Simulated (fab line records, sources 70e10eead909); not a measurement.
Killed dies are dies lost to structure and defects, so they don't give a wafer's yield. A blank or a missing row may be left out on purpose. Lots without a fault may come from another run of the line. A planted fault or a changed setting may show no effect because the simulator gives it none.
fab line records | flow nand_harc
record lots=24 wafers=72 last_day=32
route steps=1302 shown P_STI@83 P_GATE@132 P_CONTACT@218 P_M1@306
lots that met no fault: from a run of the same line without faults
start_h: hours from the record's first day to the start of the lot's first wafer shown | wait_h: hours since the lot's step before | " the same as in the row above | L1.1+2: a row that stands for several wafers | - no value, or no start given | * or withheld: withheld | < > ~ a bound
route shown NAME@n: a module of which the file shows steps, and the number in the route of the first | usual: mean/standard deviation of fault-free wafers | same: alike in all rows | chamber/n: place in a boat | sites: the reading at each site | _std_site: their standard deviation | _edge_site: outer sites' mean less inner sites' | radius_mm: how far each site lies from the wafer's centre | mask NAME#n: copy n | behind: the tool/chamber that last shaped the wafer | hold: why the lot was held/for how many hours/how that ended | device: the transistor (n, p or np) that didn't switch | end of line: the same wafers' tests at the end of the route | a step without rows: its recipe alone | killed: dies lost to structure and defects at the first sort, not the wafer's yield | map: a wafer's dies, x killed, . not, _ none there
set.NAME: the setting as run; set.NAME@STEP: as run at that earlier step | model.NAME: the simulator's own value behind a step, which no gauge read
steps of the route over a sample of lots; a table a step, a row a wafer
services: from which hour (start_h, from the record's first day; less than 0 if before it) a tool's chamber was out of use, for how many hours, and why
## steps
# step NHARC_P_STI_CD_MEAS_09
# recipe target_cd_nm=200 landing_energy_ev=500
# usual cd_nm=198.8/2.9
# columns lot.wafer tool chamber start_h wait_h cd_nm
L074.1 cd_sem-03 0 45.52 - 199.9
L074.2 " 0 " " 198.6
L074.6 " 0 " " 198.5
L075.1 cd_sem-02 0 57.57 - 198.0
L075.4 " 0 " " 191.4
L075.5 " 0 " " 191.5
L076.1 cd_sem-01 0 64.83 - 199.5
L076.4 " 0 " " 200.1
L076.5 " 0 " " 197.9
L077.2 cd_sem-03 0 72.93 - 198.5
L077.4 " 0 " " 201.2
L077.5 " 0 " " 202.2
L078.1 cd_sem-02 0 84.13 - 196.9
L078.2 " 0 " " 197.8
L078.6 " 0 " " 200.4
L079.2 cd_sem-01 0 93.02 - 198.8
L079.4 " 0 " " 200.6
L079.5 " 0 " " 200.0
L080.1 cd_sem-03 0 104.24 - 201.8
L080.2 " 0 " " 203.8
L080.6 " 0 " " 198.7
L081.1 cd_sem-03 0 114.87 - 202.1
L081.4 " 0 " " 203.8
L081.5 " 0 " " 203.4
L082.3 cd_sem-03 0 124.68 - 198.2
L082.4 " 0 " " 196.5
L082.5 " 0 " " 197.9
L083.3 cd_sem-01 0 135.52 - 199.3
L083.4 " 0 " " 196.8
L083.6 " 0 " " 198.7
L084.1 cd_sem-03 0 144.00 - 202.1
L084.4 " 0 " " 204.4
L084.5 " 0 " " 197.8
L085.2 cd_sem-01 0 154.82 - 195.1
L085.3 " 0 " " 199.5
L085.6 " 0 " " 198.5
L086.1 cd_sem-01 0 166.07 - 195.6
L086.3 " 0 " " 195.3
L086.4 " 0 " " 196.0
L087.1 cd_sem-03 0 175.03 - 198.2
L087.2 " 0 " " 195.3
L087.3 " 0 " " 195.0
L088.2 cd_sem-03 0 185.25 - 197.4
L088.5 " 0 " " 198.5
L088.6 " 0 " " 200.5
L089.2 cd_sem-02 0 194.46 - 199.3
L089.4 " 0 " " 194.9
L089.5 " 0 " " 198.4
L090.2 cd_sem-03 0 206.04 - 195.8
L090.4 " 0 " " 200.1
L090.5 " 0 " " 197.9
L091.2 cd_sem-03 0 212.03 - 198.8
L091.3 " 0 " " 202.1
L091.4 " 0 " " 203.7
L092.2 cd_sem-01 0 222.48 - 200.6
L092.4 " 0 " " 203.2
L092.6 " 0 " " 196.2
L093.1 cd_sem-01 0 232.99 - 198.0
L093.2 " 0 " " 197.6
L093.5 " 0 " " 197.0
L094.1 cd_sem-02 0 243.09 - 200.4
L094.2 " 0 " " 199.0
L094.3 " 0 " " 199.9
L095.1 cd_sem-01 0 252.97 - 199.3
L095.2 " 0 " " 198.0
L095.6 " 0 " " 198.9
L096.1 cd_sem-03 0 264.71 - 204.4
L096.4 " 0 " " 197.7
L096.6 " 0 " " 198.5
L097.1 cd_sem-03 0 272.44 - 201.7
L097.3 " 0 " " 204.2
L097.5 " 0 " " 198.2
# step NHARC_P_GATE_DEP_103
# recipe target_thk_a=300 target_thk_nm=30 temp_c=400 flow_sccm=200 rf_w=350 material=SiON
# usual heater_power_w=786/90
# columns lot.wafer tool chamber start_h wait_h heater_power_w
L074.2 pecvd-02 2 96.74 0.5 807
L074.1 " 0 " " 680
L074.6 " 1 " " 724
L075.1 pecvd-02 2 111.60 0.6 822
L075.4 " 1 " " 809
L075.5 " 2 " " 815
L076.1 pecvd-04 1 114.06 0.6 711
L076.5 " 1 " " 713
L076.4 " 0 " " 961
L077.2 pecvd-04 1 124.27 0.4 706
L077.4 " 1 " " 685
L077.5 " 0 " " 949
L078.2 pecvd-03 0 139.30 0.5 767
L078.1 " 2 " " 847
L078.6 " 0 " " 750
L079.2 pecvd-02 0 144.52 0.5 689
L079.5 " 1 " " 833
L079.4 " 2 " " 832
L080.1 pecvd-02 2 156.06 0.5 836
L080.2 " 0 " " 753
L080.6 " 2 " " 825
L081.1 pecvd-04 2 163.98 0.6 837
L081.4 " 0 " " 1012
L081.5 " 1 " " 685
L082.3 pecvd-02 0 178.37 0.4 771
L082.5 " 2 " " 799
L082.4 " 0 " " 761
L083.3 pecvd-04 1 186.95 0.4 705
L083.6 " 0 " " 1017
L083.4 " 2 " " 791
L084.1 pecvd-03 0 200.40 0.6 658
L084.4 " 0 " " 643
L084.5 " 2 " " 826
L085.3 pecvd-02 2 206.61 0.3 759
L085.2 " 0 " " 706
L085.6 " 1 " " 769
L086.1 pecvd-02 1 217.12 0.6 808
L086.3 " 2 " " 856
L086.4 " 2 " " 839
L087.2 pecvd-04 1 223.15 0.4 729
L087.3 " 2 " " 829
L087.1 " 0 " " 1019
L089.2 pecvd-04 1 245.04 0.5 648
L089.5 " 1 " " 643
L089.4 " 0 " " 1024
L088.2 pecvd-04 1 245.71 0.5 687
L088.5 " 1 " " 701
L088.6 " 2 " " 787
L090.2 pecvd-02 0 258.46 0.5 765
L090.5 " 2 " " 725
L090.4 " 0 " " 763
L091.3 pecvd-02 2 263.35 0.4 837
L091.2 " 0 " " 740
L091.4 " 2 " " 845
L092.2 pecvd-03 1 275.48 0.5 728
L092.4 " 1 " " 704
L092.6 " 0 " " 752
L093.1 pecvd-03 1 286.37 0.6 651
L093.2 " 2 " " 776
L093.5 " 0 " " 749
L094.2 pecvd-02 0 292.55 0.5 690
L094.1 " 1 " " 725
L094.3 " 2 " " 821
L095.1 pecvd-04 0 305.45 0.6 887
L095.2 " 1 " " 723
L095.6 " 0 " " 888
L096.1 pecvd-04 0 315.28 0.6 834
L096.6 " 2 " " 757
L096.4 " 0 " " 870
L097.1 pecvd-02 1 322.80 0.6 721
L097.3 " 0 " " 730
L097.5 " 1 " " 717
# step NHARC_P_GATE_ALD_36
# recipe target_thk_a=200 pulse_time_s=60 ald_cycles=223 temp_c=400 material=SiNx
# usual heater_power_w=820/67 precursor_pulse_height_rel=1.001/0.02
# columns lot.wafer tool chamber start_h wait_h heater_power_w precursor_pulse_height_rel
L074.1 ald_sin-02 3 100.97 - 891 0.991
L074.2 " 0 102.04 - 751 0.991
L074.6 " 1 103.11 - 826 1.019
L075.4 ald_sin-03 1 115.87 - 828 1.001
L075.1 " 2 116.94 - 1001 1.038
L075.5 " 3 118.00 - 879 1.041
L076.1 ald_sin-01 3 117.29 - 825 0.982
L076.4 " 1 119.42 - 711 1.012
L076.5 " 2 120.49 - 802 1.004
L077.2 ald_sin-03 2 126.38 - 990 1.010
L077.4 " 3 127.46 - 875 0.982
L077.5 " 3 131.77 - 871 1.036
L078.2 ald_sin-02 1 143.70 - 806 1.037
L078.1 " 2 144.75 - 816 0.986
L078.6 " 3 145.80 - 865 0.991
L079.4 ald_sin-01 1 146.62 - 710 1.008
L079.2 " 2 147.68 - 787 1.007
L079.5 " 2 151.93 - 816 1.005
L080.1 ald_sin-03 2 159.26 - 981 1.005
L080.2 " 0 161.36 - 770 1.001
L080.6 " 2 163.46 - 965 1.027
L081.4 ald_sin-02 1 166.03 - 837 1.050
L081.1 " 3 168.15 - 868 1.029
L081.5 " 1 170.26 - 819 1.007
L082.4 ald_sin-01 2 180.46 - 793 0.998
L082.3 " 0 182.59 - 867 1.014
L082.5 " 3 185.77 - 815 0.979
L083.3 ald_sin-03 3 190.11 - 870 0.996
L083.4 " 1 192.23 - 770 0.992
L083.6 " 2 193.29 - 967 1.013
L084.1 ald_sin-02 3 203.51 - 879 1.004
L084.4 " 1 205.66 - 828 0.997
L084.5 " 2 206.74 - 833 0.986
L085.2 ald_sin-01 2 208.83 - 800 1.021
L085.3 " 0 210.92 - 829 1.012
L085.6 " 3 214.07 - 837 1.000
L086.3 ald_sin-03 2 219.24 - 983 0.997
L086.1 " 1 222.11 - 765 0.975
L086.4 " 3 224.98 - 837 1.011
L087.2 ald_sin-02 0 225.20 - 739 1.014
L087.1 " 1 226.26 - 810 1.004
L087.3 " 3 228.37 - 874 1.006
L088.2 ald_sin-03 0 247.86 - 794 0.981
L088.6 " 0 252.12 - 796 1.005
L088.5 " 1 253.55 - 758 0.966
L089.4 ald_sin-01 3 248.30 - 808 1.008
L089.2 " 0 249.33 - 872 0.973
L089.5 " 2 251.41 - 770 0.988
L090.2 ald_sin-02 3 261.48 - 863 1.020
L090.4 " 1 263.58 - 820 0.981
L090.5 " 3 265.68 - 876 1.013
L091.2 ald_sin-01 1 265.47 - 717 1.009
L091.3 " 2 266.53 - 800 0.989
L091.4 " 3 267.58 - 806 0.975
L092.4 ald_sin-03 0 277.63 - 797 1.001
L092.2 " 3 280.76 - 873 1.010
L092.6 " 0 281.80 - 804 0.970
L093.1 ald_sin-02 1 288.46 - 830 1.013
L093.2 " 2 289.54 - 853 1.005
L093.5 " 1 292.76 - 850 1.007
L094.2 ald_sin-01 2 295.69 - 797 0.993
L094.1 " 3 296.77 - 812 0.985
L094.3 " 0 297.85 - 859 0.989
L095.1 ald_sin-03 1 307.55 - 760 0.994
L095.2 " 0 310.70 - 804 0.977
L095.6 " 2 312.80 - 983 0.988
L096.4 ald_sin-02 1 319.48 - 791 0.992
L096.1 " 2 320.54 - 773 1.053
L096.6 " 3 321.59 - 872 1.043
L097.1 ald_sin-01 3 324.88 - 813 1.011
L097.3 " 2 328.03 - 759 0.985
L097.5 " 0 330.14 - 860 0.964
# step NHARC_P_CONTACT_DEP_00
# recipe target_thk_a=5000 temp_c=400 pressure_torr=6.5 rf_w=900 teos_flow_sccm=161.4 flow_sccm=2650 target_thk_nm=500 gas=O2 material=SiO2
# usual heater_power_w=579/81 throttle_valve_pct=16.4/0.42
# columns lot.wafer tool chamber start_h wait_h heater_power_w throttle_valve_pct
L074.1 pecvd-01 0 - - 467 16.3
L074.2 " 2 " " 707 17.1
L074.6 " 0 " " 507 16.1
L075.1 pecvd-04 0 - - 850 16.4
L075.5 " 1 " " 419 15.8
L075.4 " 2 " " 538 15.8
L076.1 pecvd-03 2 - - 622 16.4
L076.4 " 1 " " 606 16.8
L076.5 " 2 " " 638 16.6
L077.2 pecvd-04 0 - - 815 16.6
L077.4 " 1 " " 478 16.1
L077.5 " 2 " " 510 16.2
L078.2 pecvd-03 2 - - 683 16.3
L078.1 " 0 " " 553 16.9
L078.6 " 2 " " 526 16.4
L079.2 pecvd-03 1 - - 572 17.2
L079.4 " 0 " " 629 16.6
L079.5 " 2 " " 629 16.4
L080.2 pecvd-04 1 - - 565 15.9
L080.1 " 2 " " 611 16.0
L080.6 " 0 " " 766 16.7
L081.1 pecvd-03 0 - - 585 16.5
L081.5 " 2 " " 627 16.7
L081.4 " 1 " " 605 17.1
L082.3 pecvd-01 1 - - 598 15.8
L082.4 " 2 " " 622 16.9
L082.5 " 1 " " 584 16.0
L083.3 pecvd-03 1 - - 590 16.5
L083.6 " 2 " " 485 15.7
L083.4 " 0 " " 583 16.5
L084.1 pecvd-03 2 - - 656 15.8
L084.4 " 1 " " 558 16.3
L084.5 " 0 " " 617 16.1
L085.2 pecvd-03 1 226.08 0.3 496 16.7
L085.3 " 0 " " 533 16.2
L085.6 " 0 " " 561 16.3
L086.1 pecvd-04 1 - - 528 16.0
L086.3 " 2 " " 640 16.5
L086.4 " 1 " " 537 16.0
L087.2 pecvd-04 1 - - 532 16.0
L087.3 " 2 " " 643 16.2
L087.1 " 0 " " 819 16.6
L089.2 pecvd-01 2 - - 667 17.3
L089.4 " 2 " " 528 16.9
L089.5 " 0 " " 531 15.8
L088.2 pecvd-03 2 - - 588 16.3
L088.6 " 2 " " 637 16.2
L088.5 " 1 " " 540 16.5
L090.2 pecvd-01 0 - - 462 15.7
L090.5 " 2 " " 671 17.0
L090.4 " 1 " " 590 15.6
L091.2 pecvd-01 1 - - 554 16.1
L091.3 " 2 " " 574 17.1
L091.4 " 0 " " 560 15.9
L092.2 pecvd-01 1 - - 548 16.1
L092.6 " 0 " " 486 15.9
L092.4 " 2 " " 642 17.0
L093.2 pecvd-03 0 - - 517 16.1
L093.1 " 2 " " 632 16.4
L093.5 " 0 " " 555 16.5
L094.3 pecvd-03 2 - - 588 16.3
L094.1 " 0 " " 606 16.4
L094.2 " 1 " " 552 16.9
L095.2 pecvd-03 0 - - 562 16.4
L095.1 " 2 " " 627 16.4
L095.6 " 0 " " 582 16.3
L096.1 pecvd-04 1 334.96 0.3 551 16.4
L096.4 " 1 " " 415 16.5
L096.6 " 2 " " 596 16.1
L097.3 pecvd-01 0 - - 444 15.6
L097.1 " 2 " " 673 17.1
L097.5 " 0 " " 478 16.0
# step NHARC_P_CONTACT_CVD_23
# recipe target_thk_a=2000 temp_c=300 pressure_torr=40 wf6_flow_sccm=40 h2_flow_sccm=1600 ar_flow_sccm=1560 time_s=557 material=W
# usual heater_power_w=475/83 throttle_valve_pct=7.96/0.3
# columns lot.wafer tool chamber start_h wait_h heater_power_w throttle_valve_pct
L074.2 cvd_w-02 1 - - 558 7.66
L074.1 " 0 " " 553 7.65
L074.6 " 1 " " 567 7.83
L075.1 cvd_w-01 1 - - 412 8.27
L075.4 " 1 " " 418 8.17
L075.5 " 0 " " 350 8.34
L076.1 cvd_w-01 1 - - 412 8.41
L076.4 " 1 " " 407 8.22
L076.5 " 0 " " 344 8.24
L077.2 cvd_w-02 0 - - 534 7.27
L077.4 " 0 " " 533 7.49
L077.5 " 1 " " 542 7.63
L078.1 cvd_w-02 0 - - 552 7.45
L078.2 " 0 " " 547 7.50
L078.6 " 0 " " 549 7.53
L079.2 cvd_w-02 0 - - 554 7.67
L079.4 " 0 " " 547 7.41
L079.5 " 0 " " 536 7.64
L080.2 cvd_w-01 0 - - 348 8.60
L080.1 " 1 " " 413 8.21
L080.6 " 0 " " 348 8.26
L081.1 cvd_w-02 1 - - 535 7.76
L081.4 " 0 " " 544 7.46
L081.5 " 1 " " 557 7.92
L082.4 cvd_w-02 1 - - 558 7.84
L082.3 " 0 " " 561 7.69
L082.5 " 0 " " 540 7.76
L083.4 cvd_w-02 1 - - 549 7.95
L083.3 " 0 " " 546 7.82
L083.6 " 1 " " 553 8.09
L084.1 cvd_w-01 0 - - 360 7.97
L084.4 " 0 " " 350 7.99
L084.5 " 0 " " 372 7.97
L085.2 cvd_w-02 1 - - 553 8.04
L085.3 " 1 " " 581 7.75
L085.6 " 0 " " 541 7.63
L086.1 cvd_w-01 1 - - 411 8.41
L086.3 " 0 " " 356 7.87
L086.4 " 1 " " 417 8.24
L087.1 cvd_w-01 1 - - 414 8.36
L087.2 " 0 " " 356 8.12
L087.3 " 1 " " 417 8.10
L089.2 cvd_w-02 0 - - 557 7.63
L089.4 " 1 " " 556 7.96
L089.5 " 1 " " 550 8.04
L088.2 cvd_w-01 0 - - 365 8.30
L088.5 " 1 " " 413 8.28
L088.6 " 0 " " 361 7.99
L090.2 cvd_w-01 0 - - 354 7.81
L090.4 " 1 " " 422 8.65
L090.5 " 1 " " 430 8.26
L091.2 cvd_w-01 0 - - 374 7.94
L091.3 " 1 " " 422 8.52
L091.4 " 0 " " 353 8.21
L092.2 cvd_w-01 1 - - 418 8.29
L092.4 " 0 " " 354 7.93
L092.6 " 1 " " 421 8.50
L093.2 cvd_w-02 0 - - 561 7.63
L093.1 " 1 " " 536 7.74
L093.5 " 0 " " 540 8.03
L094.1 cvd_w-02 0 - - 549 7.77
L094.2 " 1 " " 527 7.69
L094.3 " 1 " " 551 7.57
L095.1 cvd_w-02 0 - - 547 7.85
L095.2 " 1 " " 552 7.88
L095.6 " 1 " " 547 7.99
L096.1 cvd_w-01 0 - - 361 8.05
L096.4 " 1 " " 409 8.36
L096.6 " 0 " " 359 7.96
L097.1 cvd_w-02 0 - - 561 7.58
L097.3 " 0 " " 546 7.99
L097.5 " 1 " " 549 8.05
# step NHARC_P_M1_PRE_CLEAN_30
# recipe time_s=30 temp_c=280 gas=H2/He
# usual heater_power_w=428/51
# columns lot.wafer tool chamber start_h wait_h heater_power_w
L074.2 pvd_sputter-02 - - - 405
L074.1 " - " " 533
L074.6 " - " " 537
L075.4 pvd_sputter-02 - - - 401
L075.1 " - " " 541
L075.5 " - " " 527
L076.1 pvd_sputter-01 - - - 409
L076.4 " - " " 415
L076.5 " - " " 410
L077.4 pvd_sputter-01 - - - 429
L077.2 " - " " 384
L077.5 " - " " 394
L078.2 pvd_sputter-03 - - - 419
L078.1 " - " " 442
L078.6 " - " " 423
L079.4 pvd_sputter-02 - - - 401
L079.2 " - " " 371
L079.5 " - " " 377
L080.1 pvd_sputter-03 - - - 452
L080.2 " - " " 375
L080.6 " - " " 468
L081.4 pvd_sputter-01 - - - 442
L081.1 " - " " 384
L081.5 " - " " 387
L082.4 pvd_sputter-02 - - - 548
L082.3 " - " " 407
L082.5 " - " " 410
L083.3 pvd_sputter-03 - - - 382
L083.4 " - " " 451
L083.6 " - " " 488
L084.1 pvd_sputter-02 - - - 366
L084.4 " - " " 539
L084.5 " - " " 417
L085.3 pvd_sputter-03 - - - 470
L085.2 " - " " 380
L085.6 " - " " 469
L086.4 pvd_sputter-02 - - - 363
L086.3 " - " " 415
L086.1 " - " " 538
L087.2 pvd_sputter-02 - - - 542
L087.3 " - " " 389
L087.1 " - " " 359
L089.2 pvd_sputter-03 - - - 430
L089.4 " - " " 387
L089.5 " - " " 468
L088.2 pvd_sputter-02 - - - 534
L088.6 " - " " 401
L088.5 " - " " 364
L090.4 pvd_sputter-01 - - - 459
L090.2 " - " " 393
L090.5 " - " " 456
L091.3 pvd_sputter-03 - - - 416
L091.2 " - " " 460
L091.4 " - " " 461
L092.2 pvd_sputter-02 - - - 549
L092.4 " - " " 385
L092.6 " - " " 547
L093.1 pvd_sputter-03 - - - 430
L093.2 " - " " 391
L093.5 " - " " 483
L094.2 pvd_sputter-01 - - - 402
L094.1 " - " " 397
L094.3 " - " " 462
L095.2 pvd_sputter-02 - - - 361
L095.1 " - " " 387
L095.6 " - " " 414
L096.4 pvd_sputter-02 - - - 558
L096.1 " - " " 399
L096.6 " - " " 428
L097.1 pvd_sputter-02 - - - 352
L097.3 " - " " 387
L097.5 " - " " 365
## services
# columns tool chamber start_h hours kind
ald_sin-01 0 79.36 8.4 repair
cvd_w-02 - 88.00 13.0 pm
pecvd-04 - 88.04 13.0 pm
pvd_sputter-02 - 104.00 10.0 pm
ald_sin-02 - 118.00 10.0 pm
pecvd-03 1 139.28 5.9 repair
ald_sin-02 - 156.77 0.3 repair
cvd_w-02 1 159.17 9.8 repair
ald_sin-03 - 175.41 10.0 pm
ald_sin-02 1 184.93 6.2 repair
cvd_w-01 - 185.00 13.0 pm
pecvd-03 - 185.16 13.0 pm
pvd_sputter-02 - 187.88 6.7 repair
pecvd-04 2 194.46 7.9 repair
ald_sin-01 - 196.23 0.3 repair
ald_sin-03 0 210.61 9.8 repair
pecvd-03 2 220.22 5.7 repair
pecvd-02 - 227.30 13.0 pm
cvd_w-01 0 228.94 2.9 repair
cvd_w-02 - 269.00 13.0 pm
pecvd-04 - 269.04 13.0 pm
pecvd-02 - 269.78 1.2 repair
pvd_sputter-02 - 282.00 10.0 pm
pecvd-04 0 324.58 17.6 repair
## key
fault none
